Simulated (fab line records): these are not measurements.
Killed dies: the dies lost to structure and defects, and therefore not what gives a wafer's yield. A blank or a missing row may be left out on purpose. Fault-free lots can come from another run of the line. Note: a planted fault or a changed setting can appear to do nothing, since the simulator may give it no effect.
Split-lot experiment -- flow n5-finfet -- 21 wafers read from 7 lots, route of 1938 steps

== THE SPLIT ITSELF ==
At N5_MOL_CONTACT_COAG_ALD_123 (deposits SiNx, target thk 5 nm, pulse time 1 s, purge time 2 s), the setting ald-cycles was moved away from the recipe's 100 on 7 of the 21 wafers read, by -15.0% to -8.0%. The other wafers ran this setting at the recipe's value.

== FROM THE SPLIT TO THE READING: what the file shows between them, 4 steps ==
- N5_MOL_CONTACT_COAG_PECVD_31: deposits SiO2 from TEOS/O2, target thk 46 nm, time 8.9 s
- N5_MOL_CONTACT_COAG_COAT_75: time 60 s, resist thk 60 nm
- N5_MOL_CONTACT_COAG_STRIP_120: strips in CHF3
- N5_MOL_CONTACT_COAG_VIA_ETCH_117: etches SiO2 in C4F6/O2, target depth 40 nm, overetch 8 nm, time 26 s

== THE READING ==
etch.depth-nm (the simulator's own value, which no gauge read), in nm, at N5_MOL_CONTACT_COAG_ETCH_124 (etches SiNx in CH3F/O2, stops on SiOC, target depth 6.5 nm). The file does not state a usual value for it. The 14 wafers here that ran the recipe average 5.013 nm, standard deviation 0.028 nm.

wafer,"tool, chamber at the split",ald-cycles as run,against the recipe,"etch.depth-nm, nm",against lot-mates on the recipe
L074.2,"ald-sin-03, 1,3",85,-15.0%,4.24,-0.814
L074.3,"ald-sin-03, 1,3",85,-15.0%,4.231,-0.823
L074.6,"ald-sin-03, 2",100,recipe,5.054,-
L075.2,"ald-sin-03, 1,0,2",100,recipe,4.989,-
L075.3,"ald-sin-03, 1,0,2",100,recipe,4.988,-
L075.6,"ald-sin-03, 1,0,2",100,recipe,5.047,-
L084.1,"ald-sin-03, 1,0",88,-12.0%,4.362,-0.625
L084.5,"ald-sin-03, 1,0",88,-12.0%,4.388,-0.599
L084.6,"ald-sin-03, 1",100,recipe,4.987,-
L085.2,"ald-sin-03, 2,1,2",100,recipe,5.063,-
L085.4,"ald-sin-03, 2,1,2",100,recipe,4.971,-
L085.6,"ald-sin-03, 2,1,2",100,recipe,5.054,-
L087.3,"ald-sin-04, 3",100,recipe,5.002,-
L087.4,"ald-sin-04, 2",86,-14.0%,4.315,-0.689
L087.6,"ald-sin-04, 3",100,recipe,5.007,-
L088.1,"ald-sin-03, 1,0",92,-8.0%,4.574,-0.429
L088.3,"ald-sin-03, 1,0",92,-8.0%,4.546,-0.457
L088.4,"ald-sin-03, 3",100,recipe,5.003,-
L090.2,"ald-sin-04, 0,3,0",100,recipe,5.016,-
L090.3,"ald-sin-04, 0,3,0",100,recipe,4.995,-
L090.5,"ald-sin-04, 0,3,0",100,recipe,5.01,-
Rows listing several chambers each stand for several wafers; the file does not say which wafer went through which chamber.

THE FIT
A straight line over all 21 wafers: etch.depth-nm changes by +0.0522 nm for each +1% of ald-cycles; r = +1.00; the points scatter about the line by 0.029 nm.
The same after taking each lot's own level away (the mean of its wafers on the recipe; 21 wafers): +0.0527 nm for each +1%; r = +1.00; scatter 0.027 nm.
On that fit, the largest move of ald-cycles shifts the reading by 0.79 nm.
From 4.9870 to 5.0540 nm: that is the span of the lots' own levels, equal to 2.4 times the standard deviation above.
The two slopes are in agreement: the lot-to-lot level therefore moves the slope only a little.
Check: with one of the wafers moved furthest among these (-15.0%) left out of the fit, the line predicts -0.784 nm for it against its lot-mates. Against them it came out at -0.814 nm.

== THE WHOLE CHAIN: every reading that the file lists as answering this split, in the file's order ==
step,what it does,reading,change (the file's fit),r (the file's)
N5_MOL_CONTACT_COAG_ALD_123,"deposits SiNx, target thk 5 nm, pulse time 1 s, purge time 2 s","SiNx_of_MOL_CONTACT_COAG_ALD_123.thk-nm (the simulator's own value, which no gauge read)",+0.049 nm for each +1% of the setting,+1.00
N5_MOL_CONTACT_COAG_ETCH_124,"etches SiNx in CH3F/O2, stops on SiOC, target depth 6.5 nm","etch.depth-nm (the simulator's own value, which no gauge read)",+0.0522 nm for each +1% of the setting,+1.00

== THE FILE'S OWN FIT ==
etch.depth-nm changes by +0.0522 nm for each +1% of ald-cycles, r = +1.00.
